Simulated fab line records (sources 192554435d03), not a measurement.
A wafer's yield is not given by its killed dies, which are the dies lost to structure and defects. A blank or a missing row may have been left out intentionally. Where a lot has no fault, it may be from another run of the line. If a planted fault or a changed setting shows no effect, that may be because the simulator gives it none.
Which of the tools did it? / flow n5-finfet / Sampling: 9 lots, 24 wafers, 8 of 1938 route steps

## WHAT THE GAUGES SHOWED, per wafer
N5_BEOL_M4_OCD_MEAS_38. Usual: trench-depth-nm reads 55.4 nm (standard deviation 0.8).
lot=L748; measured=day 8 14:55; on=ocd-02; trench-depth-nm (nm)=55.4 55.5 55.7; flag=
lot=L754; measured=day 10 01:04; on=ocd-01; trench-depth-nm (nm)=55.1 55.1 56.2; flag=
lot=L755; measured=day 10 05:55; on=ocd-01; trench-depth-nm (nm)=31.5 55.6; flag=OFF
lot=L756; measured=day 10 13:46; on=ocd-02; trench-depth-nm (nm)=30.7 55.4; flag=OFF
lot=L757; measured=day 10 21:30; on=ocd-02; trench-depth-nm (nm)=56.3 31.4; flag=OFF
lot=L760; measured=day 11 23:47; on=ocd-01; trench-depth-nm (nm)=56.2 54.6 55.2; flag=
lot=L763; measured=day 12 12:07; on=ocd-02; trench-depth-nm (nm)=53.5 56.1 54.6; flag=
lot=L764; measured=day 13 19:28; on=ocd-01; trench-depth-nm (nm)=55.7 56.4 56.7; flag=
lot=L767; measured=day 13 22:46; on=ocd-02; trench-depth-nm (nm)=55.7 53.8 56.4; flag=

N5_BEOL_M4_THK_MEAS_53: measures by xrf. Usual: for M4_THK the level is 39.5 nm and the standard deviation is 1.4.
lot=L748; measured=day 8 20:08; on=film-metro-01; M4_THK (nm)=39.0 39.0 40.4; flag=
lot=L754; measured=day 10 04:56; on=film-metro-01; M4_THK (nm)=39.4 38.0 39.3; flag=
lot=L755; measured=day 10 11:07; on=film-metro-02; M4_THK (nm)=17.0 41.6; flag=OFF
lot=L756; measured=day 10 18:17; on=film-metro-02; M4_THK (nm)=16.4 41.4; flag=OFF
lot=L757; measured=day 11 02:17; on=film-metro-02; M4_THK (nm)=41.8 15.0; flag=OFF
lot=L760; measured=day 12 04:31; on=film-metro-01; M4_THK (nm)=39.9 38.5 38.1; flag=
lot=L763; measured=day 12 15:25; on=film-metro-01; M4_THK (nm)=36.3 39.0 38.8; flag=
lot=L764; measured=day 13 23:31; on=film-metro-01; M4_THK (nm)=41.1 38.8 39.5; flag=
lot=L767; measured=day 14 02:21; on=film-metro-02; M4_THK (nm)=38.0 36.7 39.3; flag=

N5_BEOL_M4_RS_MEAS_58: the measuring method here is four-point-probe. Usual: for M4_RS the level is 0.675 ohm/sq and the standard deviation is 0.029.
lot=L748; measured=day 8 20:26; on=film-metro-02; M4_RS (ohm/sq)=0.679 0.685 0.654; flag=
lot=L754; measured=day 10 05:13; on=film-metro-01; M4_RS (ohm/sq)=0.658 0.687 0.653; flag=
lot=L755; measured=day 10 11:23; on=film-metro-02; M4_RS (ohm/sq)=2.124 0.637; flag=OFF
lot=L756; measured=day 10 18:35; on=film-metro-02; M4_RS (ohm/sq)=2.237 0.645; flag=OFF
lot=L757; measured=day 11 02:33; on=film-metro-02; M4_RS (ohm/sq)=0.627 2.556; flag=OFF
lot=L760; measured=day 12 04:48; on=film-metro-02; M4_RS (ohm/sq)=0.658 0.688 0.694; flag=
lot=L763; measured=day 12 15:40; on=film-metro-02; M4_RS (ohm/sq)=0.752 0.688 0.691; flag=
lot=L764; measured=day 13 23:51; on=film-metro-02; M4_RS (ohm/sq)=0.631 0.680 0.665; flag=
lot=L767; measured=day 14 02:37; on=film-metro-01; M4_RS (ohm/sq)=0.715 0.744 0.683; flag=

N5_BEOL_M4_RC_MEAS_101. Usual: DIBL_N 36.0 mV/V, standard deviation 2; DIBL_P 36.2 mV/V, standard deviation 2.2; IOFF_N 0.16 nA/um, standard deviation 0.034; IOFF_P 0.21 nA/um, standard deviation 0.04; ION_N 675 uA/um, standard deviation 12; ION_P 463 uA/um, standard deviation 7.2; SS_N 71.6 mV/dec, standard deviation 0.6; SS_P 73.3 mV/dec, standard deviation 0.67; VT_N 250 mV, standard deviation 3; VT_P -251 mV, standard deviation 3.4.
lot=L748; measured=day 8 20:47; on=prober-02; DIBL_N (mV/V)=33.9 35.8 33.0; DIBL_P (mV/V)=35.7 37.6 34.6; IOFF_N (nA/um)=0.13 0.15 0.11; IOFF_P (nA/um)=0.18 0.19 0.16; ION_N (uA/um)=667 680 648; ION_P (uA/um)=460 460 445; SS_N (mV/dec)=71.1 71.4 71.1; SS_P (mV/dec)=73.1 73.6 72.9; VT_N (mV)=251 248 255; VT_P (mV)=-252 -253 -255; flag=
lot=L754; measured=day 10 05:44; on=prober-01; DIBL_N (mV/V)=36.0 38.7 37.0; DIBL_P (mV/V)=34.2 37.7 36.6; IOFF_N (nA/um)=0.13 0.18 0.14; IOFF_P (nA/um)=0.16 0.20 0.19; ION_N (uA/um)=669 673 679; ION_P (uA/um)=453 453 460; SS_N (mV/dec)=71.8 72.5 72.0; SS_P (mV/dec)=73.8 73.7 73.5; VT_N (mV)=254 253 252; VT_P (mV)=-255 -253 -254; flag=
lot=L755; measured=day 10 12:12; on=prober-01; DIBL_N (mV/V)=34.4; DIBL_P (mV/V)=34.0; IOFF_N (nA/um)=0.13; IOFF_P (nA/um)=0.18; ION_N (uA/um)=670; ION_P (uA/um)=460; SS_N (mV/dec)=71.1; SS_P (mV/dec)=72.6; VT_N (mV)=252; VT_P (mV)=-251; flag=
lot=L756; measured=day 10 19:25; on=prober-02; DIBL_N (mV/V)=36.6; DIBL_P (mV/V)=37.4; IOFF_N (nA/um)=0.19; IOFF_P (nA/um)=0.22; ION_N (uA/um)=688; ION_P (uA/um)=462; SS_N (mV/dec)=72.1; SS_P (mV/dec)=73.7; VT_N (mV)=248; VT_P (mV)=-252; flag=
lot=L757; measured=day 11 02:45; on=prober-01; DIBL_N (mV/V)=40.9; DIBL_P (mV/V)=40.8; IOFF_N (nA/um)=0.20; IOFF_P (nA/um)=0.26; ION_N (uA/um)=700; ION_P (uA/um)=469; SS_N (mV/dec)=71.1; SS_P (mV/dec)=75.2; VT_N (mV)=247; VT_P (mV)=-249; flag=
lot=L760; measured=day 12 04:51; on=prober-02; DIBL_N (mV/V)=34.6 37.4 34.8; DIBL_P (mV/V)=34.6 38.7 35.9; IOFF_N (nA/um)=0.13 0.17 0.13; IOFF_P (nA/um)=0.19 0.25 0.21; ION_N (uA/um)=669 674 665; ION_P (uA/um)=464 462 458; SS_N (mV/dec)=71.6 72.4 72.0; SS_P (mV/dec)=72.6 74.2 73.4; VT_N (mV)=253 249 253; VT_P (mV)=-252 -248 -250; flag=
lot=L763; measured=day 12 15:52; on=prober-02; DIBL_N (mV/V)=34.0 35.0 33.0; DIBL_P (mV/V)=35.0 35.1 33.5; IOFF_N (nA/um)=0.12 0.13 0.11; IOFF_P (nA/um)=0.19 0.19 0.17; ION_N (uA/um)=664 669 653; ION_P (uA/um)=466 453 459; SS_N (mV/dec)=70.8 71.7 70.2; SS_P (mV/dec)=73.1 73.5 72.1; VT_N (mV)=256 253 256; VT_P (mV)=-253 -253 -252; flag=
lot=L764; measured=day 14 00:33; on=prober-01; DIBL_N (mV/V)=33.4 39.1 38.7; DIBL_P (mV/V)=32.6 40.0 39.9; IOFF_N (nA/um)=0.12 0.22 0.21; IOFF_P (nA/um)=0.18 0.32 0.30; ION_N (uA/um)=668 695 685; ION_P (uA/um)=465 480 468; SS_N (mV/dec)=70.8 72.0 72.5; SS_P (mV/dec)=72.4 74.7 74.8; VT_N (mV)=254 245 247; VT_P (mV)=-252 -243 -247; flag=
lot=L767; measured=day 14 02:49; on=prober-02; DIBL_N (mV/V)=36.8 38.6 34.2; DIBL_P (mV/V)=36.9 37.4 32.8; IOFF_N (nA/um)=0.16 0.20 0.13; IOFF_P (nA/um)=0.20 0.21 0.16; ION_N (uA/um)=672 692 664; ION_P (uA/um)=463 465 452; SS_N (mV/dec)=71.1 71.9 71.2; SS_P (mV/dec)=73.5 73.9 71.9; VT_N (mV)=249 247 252; VT_P (mV)=-253 -251 -254; flag=

## EACH LOT AND THE TOOL THAT RAN IT (in order: tool; ch and the chambers of the sampled wafers; start)
lot=L748; N5_BEOL_M4_VIA_ETCH_34=rie-diel-01 ch 2,3, day 8 14:39; N5_BEOL_M4_TRENCH_ETCH_37=rie-diel-01 ch 2,3, day 8 14:45; N5_BEOL_M4_PRE_CLEAN_45=pvd-sputter-03, day 8 16:59; N5_BEOL_M4_SPUTTER_48=pvd-sputter-02, day 8 17:35
lot=L754; N5_BEOL_M4_VIA_ETCH_34=rie-diel-01 ch 0,2,3, day 10 00:48; N5_BEOL_M4_TRENCH_ETCH_37=rie-diel-01 ch 0,2,3, day 10 00:54; N5_BEOL_M4_PRE_CLEAN_45=pvd-sputter-01, day 10 01:39; N5_BEOL_M4_SPUTTER_48=pvd-sputter-03, day 10 02:23
lot=L755; N5_BEOL_M4_VIA_ETCH_34=rie-diel-01 ch 2,3, day 10 05:40; N5_BEOL_M4_TRENCH_ETCH_37=rie-diel-01 ch 2,3, day 10 05:46; N5_BEOL_M4_PRE_CLEAN_45=pvd-sputter-01, day 10 07:58; N5_BEOL_M4_SPUTTER_48=pvd-sputter-02, day 10 08:34
lot=L756; N5_BEOL_M4_VIA_ETCH_34=rie-diel-01 ch 3, day 10 13:31; N5_BEOL_M4_TRENCH_ETCH_37=rie-diel-01 ch 3, day 10 13:37; N5_BEOL_M4_PRE_CLEAN_45=pvd-sputter-01, day 10 14:45; N5_BEOL_M4_SPUTTER_48=pvd-sputter-02, day 10 15:43
lot=L757; N5_BEOL_M4_VIA_ETCH_34=rie-diel-01 ch 1, day 10 21:14; N5_BEOL_M4_TRENCH_ETCH_37=rie-diel-01 ch 1, day 10 21:20; N5_BEOL_M4_PRE_CLEAN_45=pvd-sputter-02, day 10 21:56; N5_BEOL_M4_SPUTTER_48=pvd-sputter-01, day 10 23:21
lot=L760; N5_BEOL_M4_VIA_ETCH_34=rie-diel-02 ch 1,2,3, day 11 23:31; N5_BEOL_M4_TRENCH_ETCH_37=rie-diel-02 ch 1,2,3, day 11 23:37; N5_BEOL_M4_PRE_CLEAN_45=pvd-sputter-01, day 12 00:53; N5_BEOL_M4_SPUTTER_48=pvd-sputter-01, day 12 01:42
lot=L763; N5_BEOL_M4_VIA_ETCH_34=rie-diel-02 ch 0,1, day 12 11:52; N5_BEOL_M4_TRENCH_ETCH_37=rie-diel-02 ch 0,1, day 12 11:58; N5_BEOL_M4_PRE_CLEAN_45=pvd-sputter-02, day 12 12:21; N5_BEOL_M4_SPUTTER_48=pvd-sputter-03, day 12 12:52
lot=L764; N5_BEOL_M4_VIA_ETCH_34=rie-diel-02 ch 1,2, day 13 19:12; N5_BEOL_M4_TRENCH_ETCH_37=rie-diel-02 ch 1,2, day 13 19:18; N5_BEOL_M4_PRE_CLEAN_45=pvd-sputter-02, day 13 19:54; N5_BEOL_M4_SPUTTER_48=pvd-sputter-03, day 13 20:58
lot=L767; N5_BEOL_M4_VIA_ETCH_34=rie-diel-02 ch 0,1,2, day 13 22:31; N5_BEOL_M4_TRENCH_ETCH_37=rie-diel-02 ch 0,1,2, day 13 22:37; N5_BEOL_M4_PRE_CLEAN_45=pvd-sputter-03, day 13 23:04; N5_BEOL_M4_SPUTTER_48=pvd-sputter-01, day 13 23:41
- N5_BEOL_M4_VIA_ETCH_34: etches the open film in C4F6/O2, target depth 69.4 nm, time 65.9 s.
- N5_BEOL_M4_TRENCH_ETCH_37: etches SiOC in C4F6/O2, target depth 55.555 nm, time 29.2 s.
- N5_BEOL_M4_PRE_CLEAN_45: time 30 s.
- N5_BEOL_M4_SPUTTER_48: material Cu, target thk 4.5 nm, time 8.29 s.

## WHAT THE TOOLS THEMSELVES READ (means of the sampled wafers that have a number; where no wafer has one, the mark that the record gives instead)
N5_BEOL_M4_VIA_ETCH_34. Usual: drypump-motor-current-A 5.7 A, standard deviation 0.46; oes-product-au 0.79 a.u., standard deviation 0.059; rf-vpp-V 665 V, standard deviation 15; run-length-s 89.2 s, standard deviation 0.5; showerhead-plenum-p-Torr 2.83 Torr, standard deviation 0.091; throttle-valve-pct 30.78 %, standard deviation 0.17.
lot=L748; tool=rie-diel-01; drypump-motor-current-A (A)=5.8; oes-product-au (a.u.)=0.77; rf-vpp-V (V)=678; run-length-s (s)=89.2; showerhead-plenum-p-Torr (Torr)=2.82; throttle-valve-pct (%)=30.71; flag=
lot=L754; tool=rie-diel-01; drypump-motor-current-A (A)=6.0; oes-product-au (a.u.)=0.78; rf-vpp-V (V)=669; run-length-s (s)=89.2; showerhead-plenum-p-Torr (Torr)=2.79; throttle-valve-pct (%)=30.71; flag=
lot=L755; tool=rie-diel-01; drypump-motor-current-A (A)=5.9; oes-product-au (a.u.)=0.77; rf-vpp-V (V)=680; run-length-s (s)=89.2; showerhead-plenum-p-Torr (Torr)=2.80; throttle-valve-pct (%)=30.73; flag=
lot=L756; tool=rie-diel-01; drypump-motor-current-A (A)=6.2; oes-product-au (a.u.)=0.76; rf-vpp-V (V)=680; run-length-s (s)=88.5; showerhead-plenum-p-Torr (Torr)=2.75; throttle-valve-pct (%)=30.77; flag=
lot=L757; tool=rie-diel-01; drypump-motor-current-A (A)=5.0; oes-product-au (a.u.)=0.90; rf-vpp-V (V)=670; run-length-s (s)=88.3; showerhead-plenum-p-Torr (Torr)=3.01; throttle-valve-pct (%)=30.71; flag=
lot=L760; tool=rie-diel-02; drypump-motor-current-A (A)=5.9; oes-product-au (a.u.)=0.77; rf-vpp-V (V)=659; run-length-s (s)=89.7; showerhead-plenum-p-Torr (Torr)=2.82; throttle-valve-pct (%)=30.82; flag=
lot=L763; tool=rie-diel-02; drypump-motor-current-A (A)=5.5; oes-product-au (a.u.)=0.69; rf-vpp-V (V)=663; run-length-s (s)=89.0; showerhead-plenum-p-Torr (Torr)=2.79; throttle-valve-pct (%)=30.88; flag=
lot=L764; tool=rie-diel-02; drypump-motor-current-A (A)=5.9; oes-product-au (a.u.)=0.80; rf-vpp-V (V)=643; run-length-s (s)=89.4; showerhead-plenum-p-Torr (Torr)=2.75; throttle-valve-pct (%)=31.03; flag=
lot=L767; tool=rie-diel-02; drypump-motor-current-A (A)=5.7; oes-product-au (a.u.)=0.74; rf-vpp-V (V)=654; run-length-s (s)=89.1; showerhead-plenum-p-Torr (Torr)=2.77; throttle-valve-pct (%)=30.95; flag=

N5_BEOL_M4_TRENCH_ETCH_37. Usual: drypump-motor-current-A 5.7 A, standard deviation 0.46; oes-product-au 0.79 a.u., standard deviation 0.06; rf-vpp-V 665 V, standard deviation 15; run-length-s 52.5 s, standard deviation 0.49; showerhead-plenum-p-Torr 2.83 Torr, standard deviation 0.091; throttle-valve-pct 20.87 %, standard deviation 0.14.
lot=L748; tool=rie-diel-01; drypump-motor-current-A (A)=5.8; oes-product-au (a.u.)=0.78; rf-vpp-V (V)=679; run-length-s (s)=52.7; showerhead-plenum-p-Torr (Torr)=2.83; throttle-valve-pct (%)=20.83; flag=
lot=L754; tool=rie-diel-01; drypump-motor-current-A (A)=6.0; oes-product-au (a.u.)=0.78; rf-vpp-V (V)=668; run-length-s (s)=52.8; showerhead-plenum-p-Torr (Torr)=2.79; throttle-valve-pct (%)=20.86; flag=
lot=L755; tool=rie-diel-01; drypump-motor-current-A (A)=5.9; oes-product-au (a.u.)=0.77; rf-vpp-V (V)=679; run-length-s (s)=46.0; showerhead-plenum-p-Torr (Torr)=2.80; throttle-valve-pct (%)=20.86; flag=OFF
lot=L756; tool=rie-diel-01; drypump-motor-current-A (A)=6.2; oes-product-au (a.u.)=0.76; rf-vpp-V (V)=681; run-length-s (s)=45.6; showerhead-plenum-p-Torr (Torr)=2.75; throttle-valve-pct (%)=20.86; flag=OFF
lot=L757; tool=rie-diel-01; drypump-motor-current-A (A)=5.0; oes-product-au (a.u.)=0.89; rf-vpp-V (V)=670; run-length-s (s)=45.3; showerhead-plenum-p-Torr (Torr)=3.02; throttle-valve-pct (%)=20.76; flag=OFF
lot=L760; tool=rie-diel-02; drypump-motor-current-A (A)=5.9; oes-product-au (a.u.)=0.77; rf-vpp-V (V)=660; run-length-s (s)=52.6; showerhead-plenum-p-Torr (Torr)=2.83; throttle-valve-pct (%)=20.91; flag=
lot=L763; tool=rie-diel-02; drypump-motor-current-A (A)=5.5; oes-product-au (a.u.)=0.70; rf-vpp-V (V)=663; run-length-s (s)=52.3; showerhead-plenum-p-Torr (Torr)=2.80; throttle-valve-pct (%)=21.04; flag=
lot=L764; tool=rie-diel-02; drypump-motor-current-A (A)=5.8; oes-product-au (a.u.)=0.79; rf-vpp-V (V)=645; run-length-s (s)=52.6; showerhead-plenum-p-Torr (Torr)=2.75; throttle-valve-pct (%)=21.10; flag=
lot=L767; tool=rie-diel-02; drypump-motor-current-A (A)=5.7; oes-product-au (a.u.)=0.74; rf-vpp-V (V)=654; run-length-s (s)=52.4; showerhead-plenum-p-Torr (Torr)=2.77; throttle-valve-pct (%)=21.08; flag=

N5_BEOL_M4_PRE_CLEAN_45. Usual: heater-power-w reads 328 W (standard deviation 29).
lot=L748; tool=pvd-sputter-03; heater-power-w (W)=361; flag=
lot=L754; tool=pvd-sputter-01; heater-power-w (W)=331; flag=
lot=L755; tool=pvd-sputter-01; heater-power-w (W)=326; flag=
lot=L756; tool=pvd-sputter-01; heater-power-w (W)=326; flag=
lot=L757; tool=pvd-sputter-02; heater-power-w (W)=327; flag=
lot=L760; tool=pvd-sputter-01; heater-power-w (W)=337; flag=
lot=L763; tool=pvd-sputter-02; heater-power-w (W)=296; flag=
lot=L764; tool=pvd-sputter-02; heater-power-w (W)=324; flag=
lot=L767; tool=pvd-sputter-03; heater-power-w (W)=373; flag=

N5_BEOL_M4_SPUTTER_48. Usual: throttle-valve-pct reads 30.1 % (standard deviation 0.95).
lot=L748; tool=pvd-sputter-02; throttle-valve-pct (%)=30.5; flag=
lot=L754; tool=pvd-sputter-03; throttle-valve-pct (%)=29.5; flag=
lot=L755; tool=pvd-sputter-02; throttle-valve-pct (%)=30.0; flag=
lot=L756; tool=pvd-sputter-02; throttle-valve-pct (%)=30.5; flag=
lot=L757; tool=pvd-sputter-01; throttle-valve-pct (%)=30.4; flag=
lot=L760; tool=pvd-sputter-01; throttle-valve-pct (%)=30.8; flag=
lot=L763; tool=pvd-sputter-03; throttle-valve-pct (%)=30.1; flag=
lot=L764; tool=pvd-sputter-03; throttle-valve-pct (%)=29.3; flag=
lot=L767; tool=pvd-sputter-01; throttle-valve-pct (%)=30.3; flag=

## THE ANSWER, worked out from the rows above alone
Rule: take the mean of a lot's wafers that have a number; if it is more than 3 standard deviations from the usual mean, the lot is off. Also off: a lot with no number at a reading for which 4 or more lots have one. Any other lot the step has rows for is counted as sound. Order of review: gauges by route order, followed by the tools' own readings, for which a lot's mean as printed above is used. The first step at which some lot is off is used, and at that step the reading that is off furthest; a lot without a number counts as furthest.
Off: L755, L756, L757 (N5_BEOL_M4_OCD_MEAS_38, trench-depth-nm).
If a tool, at a process step before that reading, ran all the lots that are off and no sound lot after the first of them, it fits. Not tried: the gauges at N5_BEOL_M4_OCD_MEAS_38; whatever is off there is also off at N5_BEOL_M4_THK_MEAS_53, on other tools, and gauge error can't account for it. One fits: N5_BEOL_M4_VIA_ETCH_34 and N5_BEOL_M4_TRENCH_ETCH_37 on rie-diel-01. At N5_BEOL_M4_VIA_ETCH_34 its last sound lot is L754 (day 10 00:48), its first lot that is off L755 (day 10 05:40): a fault that began between those two fits.

## WHAT THE SIMULATOR PUT IN
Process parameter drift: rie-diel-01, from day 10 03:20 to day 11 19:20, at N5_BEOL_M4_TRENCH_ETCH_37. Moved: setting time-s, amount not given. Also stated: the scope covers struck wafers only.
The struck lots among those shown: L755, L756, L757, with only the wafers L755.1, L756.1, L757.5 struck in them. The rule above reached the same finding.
